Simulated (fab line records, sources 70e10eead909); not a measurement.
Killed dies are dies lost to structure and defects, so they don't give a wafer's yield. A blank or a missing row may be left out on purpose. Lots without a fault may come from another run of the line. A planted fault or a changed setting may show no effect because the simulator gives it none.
fab line records | flow nand_harc
record lots=14 wafers=42 last_day=34
route steps=1302 shown A_CONTACT@1106 A_BLC@1119
lots that met no fault: from a run of the same line without faults
start_h: hours from the record's first day to the start of the lot's first wafer shown | wait_h: hours since the lot's step before | " the same as in the row above | L1.1+2: a row that stands for several wafers | - no value, or no start given | * or withheld: withheld | < > ~ a bound
route shown NAME@n: a module of which the file shows steps, and the number in the route of the first | usual: mean/standard deviation of fault-free wafers | same: alike in all rows | chamber/n: place in a boat | sites: the reading at each site | _std_site: their standard deviation | _edge_site: outer sites' mean less inner sites' | radius_mm: how far each site lies from the wafer's centre | mask NAME#n: copy n | behind: the tool/chamber that last shaped the wafer | hold: why the lot was held/for how many hours/how that ended | device: the transistor (n, p or np) that didn't switch | end of line: the same wafers' tests at the end of the route | a step without rows: its recipe alone | killed: dies lost to structure and defects at the first sort, not the wafer's yield | map: a wafer's dies, x killed, . not, _ none there
set.NAME: the setting as run; set.NAME@STEP: as run at that earlier step | model.NAME: the simulator's own value behind a step, which no gauge read
steps of the route over a sample of lots; a table a step, a row a wafer
services: from which hour (start_h, from the record's first day; less than 0 if before it) a tool's chamber was out of use, for how many hours, and why
## steps
# step NHARC_A_CONTACT_INSPECT_23
# usual raw_defect_count=521/130
# columns lot.wafer tool chamber start_h wait_h raw_defect_count
L368.1 defect_inspect-02 - 518.24 0.1 769
L368.3 " - " " 530
L368.4 " - " " 451
L369.2 defect_inspect-01 - 532.24 0.1 420
L369.5 " - " " 565
L369.6 " - " " 354
L371.3 defect_inspect-01 - 546.50 0.1 646
L371.4 " - " " 440
L371.6 " - " " 491
L370.1 defect_inspect-02 - 548.51 0.1 513
L370.2 " - " " 576
L370.4 " - " " 709
L374.1 defect_inspect-02 - 577.94 0.1 658
L374.4 " - " " 721
L374.6 " - " " 673
L375.1 defect_inspect-01 - 604.67 0.1 372
L375.2 " - " " 507
L375.4 " - " " 629
L376.2 defect_inspect-02 - 617.65 0.1 424
L376.4 " - " " 394
L376.5 " - " " 480
L379.1 defect_inspect-01 - 623.23 0.1 432
L379.2 " - " " 528
L379.4 " - " " 475
L383.1 defect_inspect-02 - 670.33 0.1 539
L383.4 " - " " 487
L383.6 " - " " 416
L384.3 defect_inspect-02 - 678.65 0.1 465
L384.5 " - " " 442
L384.6 " - " " 372
L387.2 defect_inspect-02 - 702.98 0.1 460
L387.5 " - " " 442
L387.6 " - " " 450
L389.1 defect_inspect-01 - 723.20 0.1 331
L389.3 " - " " 438
L389.6 " - " " 448
L388.2 defect_inspect-02 - 726.13 0.1 535
L388.3 " - " " 586
L388.6 " - " " 529
L390.2 defect_inspect-01 - 757.53 0.1 474
L390.5 " - " " 346
L390.6 " - " " 496
# step NHARC_A_BLC_INSPECT_12
# usual raw_defect_count=84/33
# columns lot.wafer tool chamber start_h wait_h raw_defect_count
L368.1 defect_inspect-01 - 518.87 0.0 53
L368.3 " - " " 57
L368.4 " - " " 58
L369.2 defect_inspect-01 - 532.87 0.0 59
L369.5 " - " " 60
L369.6 " - " " 44
L371.3 defect_inspect-02 - 547.13 0.0 105
L371.4 " - " " 96
L371.6 " - " " 111
L370.1 defect_inspect-02 - 549.14 0.0 68
L370.2 " - " " 83
L370.4 " - " " 71
L374.1 defect_inspect-02 - 578.45 0.0 116
L374.4 " - " " 120
L374.6 " - " " 119
L375.1 defect_inspect-01 - 605.18 0.0 85
L375.2 " - " " 68
L375.4 " - " " 102
L376.2 defect_inspect-02 - 618.28 0.0 23
L376.4 " - " " 17
L376.5 " - " " 19
L379.1 defect_inspect-01 - 623.86 0.0 72
L379.2 " - " " 66
L379.4 " - " " 61
L383.1 defect_inspect-01 - 670.96 0.0 100
L383.4 " - " " 92
L383.6 " - " " 114
L384.3 defect_inspect-01 - 679.28 0.0 103
L384.5 " - " " 81
L384.6 " - " " 82
L387.2 defect_inspect-02 - 703.48 0.0 84
L387.5 " - " " 88
L387.6 " - " " 90
L389.1 defect_inspect-02 - 723.84 0.0 112
L389.3 " - " " 104
L389.6 " - " " 101
L388.2 defect_inspect-01 - 726.76 0.0 100
L388.3 " - " " 79
L388.6 " - " " 85
L390.2 defect_inspect-01 - 758.17 0.0 85
L390.5 " - " " 82
L390.6 " - " " 88
# step NHARC_A_BLC_STRIP_29
# recipe cf4_flow_sccm=150 ar_flow_sccm=0 bias_w=0 chemistry=CF4
# usual drypump_motor_current_A=5.94/0.25 oes_product_au=1.002/0.012 rf_vpp_V=59.5/0.89 showerhead_plenum_p_Torr=1.78/0.067 throttle_valve_pct=13.285/0.0094
# columns lot.wafer tool chamber start_h wait_h drypump_motor_current_A oes_product_au rf_hours_counter_h rf_vpp_V showerhead_plenum_p_Torr throttle_valve_pct
L368.1 rie_diel-11 1 519.98 0.1 6.16 0.988 6 59.5 1.64 13.294
L368.3 " 2 " " 5.53 1.004 6 59.5 1.78 13.282
L368.4 " 3 " " 5.86 1.017 7 57.8 1.72 13.283
L369.2 rie_diel-09 0 533.99 0.1 5.95 1.022 2 58.5 1.89 13.277
L369.5 " 2 " " 5.80 1.025 - 58.8 1.80 13.290
L369.6 " 3 " " 6.12 1.004 - 60.4 1.74 13.290
L371.4 rie_diel-09 2 548.23 0.1 5.77 1.023 3 60.6 1.80 13.279
L371.3 " 1 " " 5.88 0.990 4 59.7 1.81 13.292
L371.6 " 3 " " 6.13 1.015 - 58.6 1.74 13.273
L370.4 rie_diel-09 1 550.26 0.1 5.87 0.999 4 59.5 1.81 13.277
L370.1 " 2 " " 5.79 1.023 3 58.9 1.80 13.291
L370.2 " 3 " " 6.11 1.007 3 60.2 1.74 13.306
L374.1 rie_diel-11 2 579.57 0.1 5.54 1.007 13 61.6 1.78 13.299
L374.4 " 1 " " 6.18 1.000 12 59.4 1.64 13.282
L374.6 " 2 " " 5.54 1.008 - 59.4 1.78 13.295
L375.4 rie_diel-11 2 606.29 0.1 5.55 1.001 14 59.7 1.78 13.274
L375.1 " 3 " " 5.85 1.005 15 60.2 1.72 13.275
L375.2 " 0 " " 6.49 0.998 15 59.8 1.84 13.284
L376.2 rie_diel-09 3 619.39 0.1 6.11 0.996 7 59.1 1.74 13.276
L376.4 " 1 " " 5.86 0.972 9 59.4 1.81 13.277
L376.5 " 3 " " 6.12 0.993 - 59.5 1.74 13.294
L379.2 rie_diel-02 1 624.96 0.1 5.35 1.015 11 60.6 1.79 13.292
L379.1 " 2 " " 5.99 0.988 11 59.5 1.67 13.299
L379.4 " 1 " " 5.35 1.016 - 60.3 1.79 13.276
L383.1 rie_diel-09 2 672.06 0.1 5.80 1.035 11 60.3 1.80 13.287
L383.4 " 3 " " 6.13 1.017 11 60.3 1.74 13.290
L383.6 " 2 " " 5.78 1.025 - 60.0 1.80 13.290
L384.3 rie_diel-11 3 680.51 0.2 5.88 0.998 6 60.1 1.72 13.266
L384.6 " 3 " " 5.89 1.002 - 60.3 1.72 13.286
L384.5 " 0 " " 6.49 0.995 - 60.2 1.83 13.275
L387.2 rie_diel-11 2 704.59 0.1 5.53 0.984 8 58.8 1.78 13.262
L387.5 " 1 " " 6.15 1.005 - 59.0 1.64 13.272
L387.6 " 2 " " 5.52 0.990 - 60.1 1.78 13.276
L389.1 rie_diel-09 1 725.08 0.1 5.85 0.999 2 58.9 1.80 13.268
L389.3 " 3 " " 6.16 1.013 3 59.2 1.74 13.292
L389.6 " 3 " " 6.13 1.007 - 58.8 1.74 13.289
L388.2 rie_diel-11 3 728.05 0.1 5.88 0.997 10 58.7 1.72 13.286
L388.3 " 2 " " 5.53 1.000 11 59.3 1.78 13.286
L388.6 " 3 " " 5.87 1.000 - 60.4 1.72 13.302
L390.2 rie_diel-09 3 759.26 0.1 6.11 1.010 5 57.7 1.74 13.294
L390.6 " 3 " " 6.10 1.016 - 58.2 1.74 13.281
L390.5 " 0 " " 6.00 0.983 - 59.5 1.88 13.288
# step NHARC_A_BLC_PVD_32
# recipe target_thk_a=50 chamber_pressure_pa=5 power_w=5000 substrate_temp_c=200 time_s=17.7 material=Ti
# usual cathode_dc_power_W=5000.0/0.94 chamber_pressure_pa=4.999/0.012 throttle_valve_pct=29.4/0.95
# columns lot.wafer tool chamber start_h wait_h cathode_dc_power_W chamber_pressure_pa throttle_valve_pct
L368.3 pvd_sputter-02 - 520.63 - 5000.0 4.995 28.5
L368.1 " - " " 4999.9 4.998 30.7
L368.4 " - " " 4999.8 4.995 28.7
L369.2 pvd_sputter-01 - 534.63 - 4999.5 5.004 28.4
L369.6 " - " " 4999.5 5.004 30.2
L369.5 " - " " 5000.0 4.998 28.3
L371.4 pvd_sputter-03 - 548.89 - 5001.4 4.999 30.5
L371.3 " - " " 5001.1 5.019 29.9
L371.6 " - " " 5000.4 4.992 30.1
L370.4 pvd_sputter-01 - 550.89 - 4999.6 4.988 30.2
L370.1 " - " " 5000.2 5.026 27.1
L370.2 " - " " 4998.9 5.011 29.5
L374.4 pvd_sputter-01 - 580.24 - 5000.3 4.989 29.7
L374.1 " - " " 4998.2 5.005 28.3
L374.6 " - " " 5000.6 4.992 29.5
L375.1 pvd_sputter-03 - 606.94 - 4999.2 4.982 29.3
L375.4 " - " " 5000.6 4.990 29.7
L375.2 " - " " 4997.5 4.995 30.4
L376.4 pvd_sputter-02 - 620.04 - 4998.9 5.006 28.9
L376.2 " - " " 5000.4 4.997 29.8
L376.5 " - " " 5001.8 5.019 28.8
L379.1 pvd_sputter-02 - 625.65 - 5001.5 5.000 30.3
L379.4 " - " " 4998.3 5.007 28.9
L379.2 " - " " 5000.0 4.992 29.3
L383.1 pvd_sputter-01 - 672.73 - - - -
L383.4 " - " " - - -
L383.6 " - " " - - -
L384.3 pvd_sputter-03 - 681.18 - - - -
L384.5 " - " " - - -
L384.6 " - " " - - -
L387.2 pvd_sputter-02 - 705.24 - 5000.2 4.994 28.5
L387.5 " - " " 5001.0 4.999 28.7
L387.6 " - " " 5000.5 5.004 29.9
L389.3 pvd_sputter-01 - 725.75 - 5000.6 4.997 27.7
L389.1 " - " " 5000.7 5.006 27.3
L389.6 " - " " 5000.7 5.022 27.6
L388.2 pvd_sputter-03 - 728.71 - 4999.3 4.980 29.3
L388.3 " - " " 4998.2 5.013 30.2
L388.6 " - " " 5000.2 4.999 29.2
L390.2 pvd_sputter-01 - 759.91 - 4999.0 5.001 27.6
L390.5 " - " " 5000.7 5.001 27.8
L390.6 " - " " 5001.5 4.985 29.1
## services
# columns tool chamber start_h hours kind
rie_diel-09 - 497.10 9.0 pm
rie_diel-09 0 497.10 9.0 vent_cycle
rie_diel-09 1 497.10 9.0 vent_cycle
pvd_sputter-03 - 526.86 10.0 pm
rie_diel-09 2 560.18 3.9 repair
rie_diel-09 0 562.01 16.5 repair
rie_diel-02 - 573.51 9.0 pm
pvd_sputter-01 - 582.00 10.0 pm
rie_diel-02 0 596.15 36.8 repair
rie_diel-11 - 609.50 9.0 pm
pvd_sputter-02 - 638.00 10.0 pm
pvd_sputter-03 - 640.70 7.9 repair
pvd_sputter-02 - 663.71 21.8 repair
rie_diel-09 0 664.18 1.8 repair
rie_diel-09 - 674.10 9.0 pm
rie_diel-09 1 688.44 11.7 repair
rie_diel-02 2 699.52 17.1 repair
pvd_sputter-03 - 704.86 10.0 pm
rie_diel-11 0 716.50 7.6 repair
rie_diel-09 2 721.89 12.6 repair
pvd_sputter-03 - 732.50 1.7 repair
pvd_sputter-01 - 746.98 3.4 repair
rie_diel-02 - 750.61 9.0 pm
pvd_sputter-03 - 752.93 2.7 repair
## key
first_sign step=NHARC_A_BLC_PVD_32 reading=tool_record direction=missing
effect none on later readings
met_at NHARC_A_BLC_PVD_32
struck_lots L383,L384
later_rows_left_out L383.1,L383.4,L383.6,L384.3,L384.5,L384.6
sort_left_out L383.1,L383.4,L383.6,L384.3,L384.5,L384.6
tester_left_out L383,L384
not_acting_at NHARC_A_CONTACT_INSPECT_23,NHARC_A_BLC_INSPECT_12,NHARC_A_BLC_STRIP_29
onset_between 606.94 672.73
fault kind=skipped_step_whole tool=pvd_sputter-01,pvd_sputter-03 chamber=- onset_h=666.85 steps=NHARC_A_BLC_PVD_32 scope=struck_lots_only
# tester_left_out: of these lots the tester's yield and bins aren't shown, on N5 and GAA mostly nor the transistor test; their killed dies are dies lost to structure and defects alone, not to doping, threshold or leakage, so they don't give the yield
# sort_left_out: the simulated sort isn't trusted on such a fault, so these wafers' sort isn't shown, and their yield isn't known
# later_rows_left_out: the simulator's readings of these wafers behind a module that went badly wrong aren't trusted and aren't shown, but for the sort
